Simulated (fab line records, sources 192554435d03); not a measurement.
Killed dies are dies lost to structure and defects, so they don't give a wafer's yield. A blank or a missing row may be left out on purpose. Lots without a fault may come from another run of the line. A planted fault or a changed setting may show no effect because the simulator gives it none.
fab line records | flow n5_finfet
record lots=7 wafers=21
route steps=1938 shown BEOL_M0_SAQP@686 BEOL_M1@751
start_h: hours from the record's first day to the start of the lot's first wafer shown | wait_h: hours since the lot's step before | " the same as in the row above | L1.1+2: a row that stands for several wafers | - no value, or no start given | * or withheld: withheld | < > ~ a bound
route shown NAME@n: a module of which the file shows steps, and the number in the route of the first | usual: mean/standard deviation of fault-free wafers | same: alike in all rows | chamber/n: place in a boat | sites: the reading at each site | _std_site: their standard deviation | _edge_site: outer sites' mean less inner sites' | radius_mm: how far each site lies from the wafer's centre | mask NAME#n: copy n | behind: the tool/chamber that last shaped the wafer | hold: why the lot was held/for how many hours/how that ended | device: the transistor (n, p or np) that didn't switch | end of line: the same wafers' tests at the end of the route | a step without rows: its recipe alone | killed: dies lost to structure and defects at the first sort, not the wafer's yield | map: a wafer's dies, x killed, . not, _ none there
set.NAME: the setting as run; set.NAME@STEP: as run at that earlier step | model.NAME: the simulator's own value behind a step, which no gauge read
lots whose settings were changed on purpose; a table a step, a row a wafer
## steps
# step N5_BEOL_M0_SAQP_EXPOSE_37
# recipe mask_id=M0_CUT1 na=0.33 source_shape=annular sigma_inner=0.35 sigma_outer=0.8 polarization=unpolarized target_cd_nm=30 dose_mj=44.75
# columns lot.wafer tool chamber start_h wait_h mask set.dose_mj
L075.1+4 euv_scanner-01 0 122.35 - M0_CUT1#0 42.3
L075.5 " 0 " " M0_CUT1#0 44.75
L080.1+3 euv_scanner-02 0 151.88 - M0_CUT1#0 42.97
L080.5 " 0 " " M0_CUT1#0 44.75
L083.3+6 euv_scanner-01 0 171.61 - M0_CUT1#0 46.63
L083.5 " 0 " " M0_CUT1#0 44.75
L084.1+2 euv_scanner-02 0 173.77 - M0_CUT1#0 44.75
L084.3 " 0 " " M0_CUT1#0 45.63
L088.1+3 euv_scanner-01 0 199.44 - M0_CUT1#0 42.29
L088.4 " 0 " " M0_CUT1#0 44.75
L090.3+6 euv_scanner-01 0 206.21 - M0_CUT1#0 44.75
L090.4 " 0 " " M0_CUT1#0 41.87
L093.1+3+6 euv_scanner-01 0 223.94 - M0_CUT1#0 44.75
# step N5_BEOL_M0_SAQP_PEB_38
# recipe peb_temp_c=100 peb_time_s=60 resist=CAR-EUV
# step N5_BEOL_M0_SAQP_DEVELOP_39
# recipe develop_time_s=30 developer=TMAH resist=CAR-EUV rinse_liquid=surfactant_rinse dry=air_spin dev_temp_c=23
# step N5_BEOL_M0_SAQP_CD_MEAS_40
# recipe target_cd_nm=30 landing_energy_ev=500 detector=se_inlens
# usual cd_nm=30.12/0.23
# columns lot.wafer tool chamber start_h wait_h set.dose_mj@BEOL_M0_SAQP_EXPOSE_37 cd_nm
L075.1 cd_sem-01 0 122.49 - 42.3 29.23
L075.4 " 0 " " 42.3 28.97
L075.5 " 0 " " 44.75 29.94
L080.1 cd_sem-02 0 152.01 - 42.97 29.36
L080.3 " 0 " " 42.97 29.45
L080.5 " 0 " " 44.75 29.89
L083.3 cd_sem-03 0 171.73 - 46.63 31.14
L083.5 " 0 " " 44.75 30.04
L083.6 " 0 " " 46.63 30.97
L084.1 cd_sem-01 0 173.91 - 44.75 29.78
L084.2 " 0 " " 44.75 30.05
L084.3 " 0 " " 45.63 30.20
L088.1 cd_sem-02 0 199.58 - 42.29 29.02
L088.3 " 0 " " 42.29 29.33
L088.4 " 0 " " 44.75 29.87
L090.3 cd_sem-02 0 206.34 - 44.75 29.99
L090.4 " 0 " " 41.87 28.94
L090.6 " 0 " " 44.75 30.08
L093.1 cd_sem-01 0 224.08 - 44.75 30.00
L093.3 " 0 " " 44.75 30.14
L093.6 " 0 " " 44.75 30.33
# step N5_BEOL_M0_SAQP_DESCUM_45
# recipe chemistry=O2 time_s=7 source_power_w=50 bias_power_w=20 pressure_mtorr=20 rf_frequency_hz=2.712e+07 temp_c=40 resist=CAR-EUV o2_flow_sccm=225
# columns lot.wafer tool chamber start_h wait_h set.dose_mj@BEOL_M0_SAQP_EXPOSE_37 model.BEOL_M0_SAQP.cd_nm
L075.1+4 rie_diel-05 1 122.93 0.4 42.3 29
L075.5 " 2 " " 44.75 30
L080.1+3 rie_diel-02 0,3 152.13 0.0 42.97 29.2
L080.5 " 0 " " 44.75 30
L083.3 rie_diel-05 0 171.85 0.0 46.63 31
L083.5 " 0 " " 44.75 30.2
L083.6 " 3 " " 46.63 30.8
L084.1 rie_diel-02 3 174.03 0.0 44.75 29.8
L084.2 " 0 " " 44.75 30
L084.3 " 2 " " 45.63 30.2
L088.1 rie_diel-06 1 199.70 0.0 42.29 28.8
L088.3 " 0 " " 42.29 29
L088.4 " 1 " " 44.75 30
L090.3+6 rie_diel-02 0,2 206.72 0.3 44.75 30
L090.4 " 2 " " 41.87 28.6
L093.1+6 rie_diel-05 0 224.39 0.2 44.75 30.2
L093.3 " 2 " " 44.75 30
# step N5_BEOL_M0_SAQP_ETCH_88
# recipe chemistry=N2/H2 target=underlayer target_depth_a=65 time_s=5.2 ion_energy_ev=200 mask_material=CAR-EUV pressure_mtorr=30 source_w=840 bias_w=150 n2_flow_sccm=200 h2_flow_sccm=200 ends=cleared
# columns lot.wafer tool chamber start_h wait_h set.spin_rpm@BEOL_M0_SAQP_COAT_87 model.etch.depth_nm
L075.1 rie_diel-05 1 122.97 0.0 1500 4.998
L075.4 " 1 " " 1555 4.916
L075.5 " 2 " " 1500 5.01
L080.1 rie_diel-02 0 152.17 0.0 1500 4.959
L080.3 " 3 " " 1573 4.868
L080.5 " 0 " " 1500 4.968
L083.3 rie_diel-05 0 171.88 0.0 1414 5.156
L083.5 " 0 " " 1414 5.157
L083.6 " 3 " " 1500 5.011
L084.1 rie_diel-02 3 174.06 0.0 1571 4.885
L084.2 " 0 " " 1500 5.003
L084.3 " 2 " " 1571 4.869
L088.1 rie_diel-06 1 199.73 0.0 1500 4.999
L088.3 " 0 " " 1500 4.991
L088.4 " 1 " " 1500 5.002
L090.3 rie_diel-02 0 206.76 0.0 1549 4.922
L090.4 " 2 " " 1500 5.017
L090.6 " 2 " " 1500 5.019
L093.1 rie_diel-05 0 224.43 0.0 1500 4.985
L093.3 " 2 " " 1500 5.006
L093.6 " 0 " " 1500 4.991
# step N5_BEOL_M0_SAQP_ETCH_73
# recipe chemistry=CF4 target=SiARC target_depth_a=195 mask_material=CAR-EUV time_s=32.5 ion_energy_ev=80 pressure_mtorr=40 source_w=545 bias_w=36 Ar_flow_sccm=100 cf4_flow_sccm=100 ends=cleared
# columns lot.wafer tool chamber start_h wait_h set.dose_mj@BEOL_M0_SAQP_EXPOSE_37 model.BEOL_M0_SAQP.cd_nm
L075.1 rie_diel-05 1 122.98 0.0 42.3 29.2
L075.4 " 1 " " 42.3 29
L075.5 " 2 " " 44.75 30
L080.1 rie_diel-02 0 152.18 0.0 42.97 29.2
L080.3 " 3 " " 42.97 29
L080.5 " 0 " " 44.75 30
L083.3 rie_diel-05 0 171.90 0.0 46.63 31.2
L083.5 " 0 " " 44.75 30.4
L083.6 " 3 " " 46.63 31
L084.1 rie_diel-02 3 174.08 0.0 44.75 29.8
L084.2 " 0 " " 44.75 30.2
L084.3 " 2 " " 45.63 30.2
L088.1 rie_diel-06 1 199.75 0.0 42.29 28.8
L088.3 " 0 " " 42.29 29
L088.4 " 1 " " 44.75 29.8
L090.3 rie_diel-02 0 206.78 0.0 44.75 30.2
L090.4 " 2 " " 41.87 28.6
L090.6 " 2 " " 44.75 30
L093.1+3+6 rie_diel-05 0,2,0 224.44 0.0 44.75 30.2
# step N5_BEOL_M0_SAQP_CUT_ETCH_46
# recipe chemistry=N2/H2 target=SOC target_depth_a=1350 overetch_a=270 temp_c=40 time_s=202.5 ion_energy_ev=200 mask_material=SiARC pressure_mtorr=30 source_w=840 bias_w=150 n2_flow_sccm=200 h2_flow_sccm=200
# columns lot.wafer tool chamber start_h wait_h set.dose_mj@BEOL_M0_SAQP_EXPOSE_37 model.BEOL_M0_SAQP.cd_nm
L075.1 rie_diel-05 1 123.02 0.0 42.3 29
L075.4 " 1 " " 42.3 28.8
L075.5 " 2 " " 44.75 30.2
L080.1+3 rie_diel-02 0,3 152.22 0.0 42.97 28.8
L080.5 " 0 " " 44.75 29.6
L083.3 rie_diel-05 0 171.93 0.0 46.63 31
L083.5 " 0 " " 44.75 30
L083.6 " 3 " " 46.63 31.2
L084.1 rie_diel-02 3 174.11 0.0 44.75 29.4
L084.2 " 0 " " 44.75 29.6
L084.3 " 2 " " 45.63 30
L088.1 rie_diel-06 1 199.78 0.0 42.29 28.4
L088.3 " 0 " " 42.29 28.8
L088.4 " 1 " " 44.75 29.6
L090.3+6 rie_diel-02 0,2 206.81 0.0 44.75 29.6
L090.4 " 2 " " 41.87 28.2
L093.1 rie_diel-05 0 224.47 0.0 44.75 29.8
L093.3+6 " 2,0 " " 44.75 30
# step N5_BEOL_M0_SAQP_STRIP_74
# recipe chemistry=N2/H2 temp_c=40 n2_flow_sccm=200 h2_flow_sccm=200 rf_frequency_hz=6e+07
# step N5_BEOL_M0_SAQP_STRIP_89
# recipe chemistry=N2/H2 temp_c=40 n2_flow_sccm=200 h2_flow_sccm=200 rf_frequency_hz=6e+07
# step N5_BEOL_M0_SAQP_ALD_48
# recipe material=SiO2 target_thk_a=200 temp_c=100 ald_precursor_family=BDEAS ald_co_reactant=O2-plasma pulse_time_s=1 co_reactant_pulse_time_s=1 purge_time_s=2 co_reactant_purge_time_s=2 ald_cycles=139 pressure_torr=2
# step N5_BEOL_M0_SAQP_ETCH_49
# recipe chemistry=CF4/O2 target_depth_a=370 target=SiO2 pressure_mtorr=40 source_w=535 bias_w=49 Ar_flow_sccm=100 cf4_flow_sccm=100 O2_flow_sccm=10 ion_energy_ev=100
# columns lot.wafer tool chamber start_h wait_h set.dose_mj@BEOL_M0_SAQP_EXPOSE_37 model.BEOL_M0_SAQP.cd_nm
L075.1 rie_diel-05 3 123.74 0.3 42.3 29.2
L075.4 " 1 " " 42.3 28.8
L075.5 " 3 " " 44.75 30.4
L080.1 rie_diel-05 2 152.94 0.3 42.97 28.6
L080.3 " 3 " " 42.97 28.8
L080.5 " 1 " " 44.75 29.6
L083.3 rie_diel-02 0 172.73 0.3 46.63 31
L083.5 " 3 " " 44.75 30
L083.6 " 2 " " 46.63 31.2
L084.1 rie_diel-02 3 174.84 0.3 44.75 29.4
L084.2 " 0 " " 44.75 29.6
L084.3 " 1 " " 45.63 30.2
L088.1 rie_diel-02 2 200.51 0.3 42.29 28.4
L088.3 " 3 " " 42.29 28.8
L088.4 " 0 " " 44.75 29.6
L090.3+6 rie_diel-02 3 207.53 0.3 44.75 29.8
L090.4 " 0 " " 41.87 28.4
L093.1 rie_diel-02 0 225.20 0.3 44.75 29.8
L093.3+6 " 3,0 " " 44.75 30
# step N5_BEOL_M1_ILD_DEP_00
# recipe material=SiOC target_thk_a=790 temp_c=350 precursor=DEMS/O2 pressure_torr=5 rf_w=500 time_s=15.3
# columns lot.wafer tool chamber start_h wait_h set.time_s model.SiOC_of_BEOL_M1_ILD_DEP_00.thk_nm
L075.1 pecvd-03 0 132.38 0.0 16.28 83
L075.4 " 0 " " 15.3 78.4
L075.5 " 2 " " 15.3 79.2
L080.1 pecvd-03 2 161.30 0.0 15.3 78.6
L080.3 " 1 " " 13.45 69.4
L080.5 " 2 " " 13.45 70.6
L083.3 pecvd-03 1 179.26 0.0 14.58 76
L083.5 " 1 " " 15.3 81.6
L083.6 " 2 " " 14.58 77.6
L084.1 pecvd-01 0 186.52 0.0 15.3 78.2
L084.2 " 1 " " 15.3 78.4
L084.3 " 2 " " 15.3 77
L088.1 pecvd-03 0 208.94 0.0 15.95 81.8
L088.3 " 2 " " 15.95 81
L088.4 " 1 " " 15.3 80
L090.3 pecvd-01 1 213.80 0.1 15.3 79
L090.4 " 2 " " 15.3 78.4
L090.6 " 1 " " 14.47 74.8
L093.1 pecvd-01 0 236.80 0.0 15.3 77.4
L093.3 " 2 " " 15.3 77
L093.6 " 0 " " 15.3 78.4
# step N5_BEOL_M1_THK_MEAS_01
# recipe reads=SiOC_of_BEOL_M1_ILD_DEP_00
# usual M1_ILD_THK=79.3/1
# columns lot.wafer tool chamber start_h wait_h set.time_s@BEOL_M1_ILD_DEP_00 M1_ILD_THK[nm]
L075.1 film_metro-01 - 132.44 0.0 16.28 83.1
L075.4 " - " " 15.3 78.4
L075.5 " - " " 15.3 79.3
L080.1 film_metro-01 - 161.37 0.0 15.3 78.7
L080.3 " - " " 13.45 69.3
L080.5 " - " " 13.45 70.7
L083.3 film_metro-02 - 179.33 0.1 14.58 76.1
L083.5 " - " " 15.3 81.6
L083.6 " - " " 14.58 77.6
L084.1 film_metro-02 - 186.59 0.0 15.3 78.3
L084.2 " - " " 15.3 78.5
L084.3 " - " " 15.3 77.1
L088.1 film_metro-01 - 209.01 0.0 15.95 81.9
L088.3 " - " " 15.95 81.0
L088.4 " - " " 15.3 80.0
L090.3 film_metro-01 - 213.87 0.1 15.3 79.1
L090.4 " - " " 15.3 78.3
L090.6 " - " " 14.47 74.7
L093.1 film_metro-01 - 236.86 0.0 15.3 77.4
L093.3 " - " " 15.3 77.0
L093.6 " - " " 15.3 78.3
# step N5_BEOL_M1_COAT_61
# recipe resist=SOC temp_c=250 time_s=60 spin_rpm=1500 resist_thk_nm=60
# columns lot.wafer tool chamber start_h wait_h set.spin_rpm model.SOC_of_BEOL_M1_COAT_61.thk_nm
L075.1 litho_track-02 0 135.73 0.1 1456 60.6
L075.4+5 " 0 " " 1500 59.8
L080.1 litho_track-04 0 163.72 0.1 1500 59.8
L080.3+5 " 0 " " 1658 57
L083.3+6 litho_track-04 0 182.06 0.1 1444 61.2
L083.5 " 0 " " 1444 61.4
L084.1 litho_track-02 0 187.80 0.1 1500 60
L084.2 " 0 " " 1500 60.2
L084.3 " 0 " " 1412 62
L088.1+3 litho_track-01 0 209.26 0.1 1586 58.4
L088.4 " 0 " " 1586 58.6
L090.3+4 litho_track-02 0 214.71 0.1 1500 60
L090.6 " 0 " " 1409 62
L093.1+3+6 litho_track-02 0 239.54 0.1 1500 60
# step N5_BEOL_M1_COAT_62
# recipe resist=SiARC temp_c=220 time_s=60 spin_rpm=1500 resist_thk_nm=12
# step N5_BEOL_M1_COAT_73
# recipe resist=underlayer temp_c=205 time_s=60 spin_rpm=1500 resist_thk_nm=5
# step N5_BEOL_M1_ETCH_74
# recipe chemistry=N2/H2 target=underlayer target_depth_a=65 mask_material=CAR-EUV time_s=5.2 ion_energy_ev=200 pressure_mtorr=30 source_w=840 bias_w=150 n2_flow_sccm=200 h2_flow_sccm=200 ends=cleared
# step N5_BEOL_M1_ETCH_63
# recipe chemistry=CF4 target=SiARC target_depth_a=156 mask_material=CAR-EUV time_s=26 ion_energy_ev=80 pressure_mtorr=40 source_w=545 bias_w=36 Ar_flow_sccm=100 cf4_flow_sccm=100 ends=cleared
# step N5_BEOL_M1_ETCH_64
# recipe chemistry=N2/H2 target=SOC target_depth_a=750 overetch_a=150 mask_material=SiARC temp_c=40 time_s=112.5 ion_energy_ev=200 pressure_mtorr=30 source_w=840 bias_w=150 n2_flow_sccm=200 h2_flow_sccm=200
# columns lot.wafer tool chamber start_h wait_h set.spin_rpm@BEOL_M1_COAT_61 model.etch.depth_nm
L075.1 rie_diel-02 2 136.32 0.0 1456 60.68
L075.4 " 1 " " 1500 59.84
L075.5 " 3 " " 1500 59.76
L080.1 rie_diel-02 0 164.32 0.0 1500 59.87
L080.3 " 2 " " 1658 57.02
L080.5 " 3 " " 1658 56.95
L083.3 rie_diel-05 0 182.65 0.0 1444 61.17
L083.5 " 3 " " 1444 61.41
L083.6 " 0 " " 1444 61.15
L084.1 rie_diel-05 1 188.27 0.0 1500 60.07
L084.2 " 2 " " 1500 60.18
L084.3 " 3 " " 1412 61.95
L088.1 rie_diel-05 2 209.85 0.0 1586 58.48
L088.3 " 0 " " 1586 58.49
L088.4 " 1 " " 1586 58.58
L090.3 rie_diel-06 2 215.18 0.0 1500 60.08
L090.4 " 0 " " 1500 59.96
L090.6 " 2 " " 1409 62.09
L093.1 rie_diel-06 3 240.01 0.0 1500 59.95
L093.3 " 0 " " 1500 60.04
L093.6 " 0 " " 1500 60.01
# step N5_BEOL_M1_STRIP_65
# recipe chemistry=N2/H2 temp_c=40 n2_flow_sccm=200 h2_flow_sccm=200 rf_frequency_hz=6e+07
# step N5_BEOL_M1_STRIP_75
# recipe chemistry=N2/H2 temp_c=40 n2_flow_sccm=200 h2_flow_sccm=200 rf_frequency_hz=6e+07
# step N5_BEOL_M1_STRIP_66
# recipe chemistry=CF4 resist=SiARC power_w=300 bias_power_w=75 pressure_mtorr=50 cf4_flow_sccm=150 rf_frequency_hz=6e+07
# step N5_BEOL_M1_HM_OPEN_17
# recipe chemistry=Cl2/BCl3 target_depth_a=200 overetch_a=60 target=TiN mask_material=SOC ion_energy_ev=150 pressure_mtorr=10 icp_w=1000 bias_w=126 Cl2_flow_sccm=53.25 bcl3_flow_sccm=21.75 Ar_flow_sccm=25
# columns lot.wafer tool chamber start_h wait_h set.spin_rpm@BEOL_M1_COAT_61 model.SOC_of_BEOL_M1_COAT_61.thk_nm
L075.1 rie_metal-02 0 136.49 0.0 1456 52.6
L075.4+5 " 1,0 " " 1500 51.8
L080.1 rie_metal-03 1 164.49 0.0 1500 51.8
L080.3+5 " 1 " " 1658 48.8
L083.3+6 rie_metal-02 1,0 182.85 0.1 1444 53.2
L083.5 " 1 " " 1444 53.4
L084.1 rie_metal-01 0 188.44 0.0 1500 52.2
L084.2 " 1 " " 1500 52.4
L084.3 " 1 " " 1412 54.2
L088.1+3+4 rie_metal-02 0,0,1 210.03 0.0 1586 50.6
L090.3 rie_metal-02 1 215.40 0.1 1500 52
L090.4 " 1 " " 1500 51.8
L090.6 " 1 " " 1409 54
L093.1+6 rie_metal-02 1 240.18 0.0 1500 51.8
L093.3 " 1 " " 1500 52
## key
split step=N5_BEOL_M0_SAQP_EXPOSE_37 setting=dose_mj stated=44.75 by=wafer
response step=N5_BEOL_M0_SAQP_CD_MEAS_40 reading=cd_nm change=+0.16 per=1% r=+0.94
response step=N5_BEOL_M0_SAQP_DESCUM_45 reading=model.BEOL_M0_SAQP.cd_nm change=+0.196 per=1% r=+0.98
response step=N5_BEOL_M0_SAQP_ETCH_73 reading=model.BEOL_M0_SAQP.cd_nm change=+0.19 per=1% r=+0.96
response step=N5_BEOL_M0_SAQP_CUT_ETCH_46 reading=model.BEOL_M0_SAQP.cd_nm change=+0.219 per=1% r=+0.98
response step=N5_BEOL_M0_SAQP_ETCH_49 reading=model.BEOL_M0_SAQP.cd_nm change=+0.228 per=1% r=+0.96
split step=N5_BEOL_M1_ILD_DEP_00 setting=time_s stated=15.3 by=wafer
response step=N5_BEOL_M1_ILD_DEP_00 reading=model.SiOC_of_BEOL_M1_ILD_DEP_00.thk_nm change=+0.703 per=1% r=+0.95
response step=N5_BEOL_M1_THK_MEAS_01 reading=M1_ILD_THK change=+0.712 per=1% r=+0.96
split step=N5_BEOL_M1_COAT_61 setting=spin_rpm stated=1500 by=wafer
response step=N5_BEOL_M1_COAT_61 reading=model.SOC_of_BEOL_M1_COAT_61.thk_nm change=-0.289 per=1% r=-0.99
response step=N5_BEOL_M1_ETCH_64 reading=model.etch.depth_nm change=-0.295 per=1% r=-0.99
response step=N5_BEOL_M1_HM_OPEN_17 reading=model.SOC_of_BEOL_M1_COAT_61.thk_nm change=-0.303 per=1% r=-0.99
split outside_this_file step=N5_BEOL_M0_SAQP_COAT_87 setting=spin_rpm
# split outside_this_file: this setting was split too, and the file shows its column; the key of that split is in another file
